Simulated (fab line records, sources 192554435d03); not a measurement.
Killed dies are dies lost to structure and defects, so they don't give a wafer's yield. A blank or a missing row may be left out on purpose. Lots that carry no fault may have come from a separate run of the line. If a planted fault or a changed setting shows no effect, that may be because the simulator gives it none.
Chamber matching -- flow n5 finfet -- N5_BEOL_M0_TRENCH_ETCH_107 on rie diel-03 has 4 sister chambers
The step etches SiOC in C4F6/O2, target depth 32.8 nm, time 16.4 s. 8 wafers are shown with their chamber, then 8 later ones without.

WAFERS PAIRED WITH THEIR CHAMBERS
wafer,chamber,drypump motor current A (A),showerhead plenum p Torr (Torr)
L077.5,0,5.53,2.82
L083.6,1,5.76,2.76
L087.1,2,5.97,2.94
L087.2,0,5.52,2.81
L088.2,3,5.63,2.75
L088.5,2,5.96,2.94
L088.6,1,5.78,2.75
L089.1,3,5.65,2.75

WAFERS WHOSE CHAMBER IS MISSING
wafer,drypump motor current A (A),showerhead plenum p Torr (Torr)
L089.2,5.53,2.81
L089.4,5.76,2.75
L094.2,5.75,2.75
L094.3,5.53,2.80
L094.4,5.55,2.80
L096.1,5.76,2.75
L096.2,5.53,2.80
L096.5,5.65,2.74

THE CHAMBER EACH PASSED THROUGH
wafer,from the rows above,in truth
L089.2,0,0
L089.4,1,1
L094.2,1,1
L094.3,0,0
L094.4,0,0
L096.1,1,1
L096.2,0,0
L096.5,3,3
Correct placement for 8 of the 8. Left unplaced by these rows: 0. Placed wrongly: 0.
How it was worked out, from the rows above alone: a wafer's distance from a chamber is the root of the sum, over the readings, of the square of ((its reading less the chamber's mean) divided by the reading's scatter). The wafer belongs to the nearest chamber; if the next one is less than 2 further off, it can't be placed. The mean given for a chamber averages the wafers shown for that chamber. The scatter: take each reading less its chamber's mean, square it, sum over the shown wafers, divide by the number of wafers less the number of chambers, and take the root.
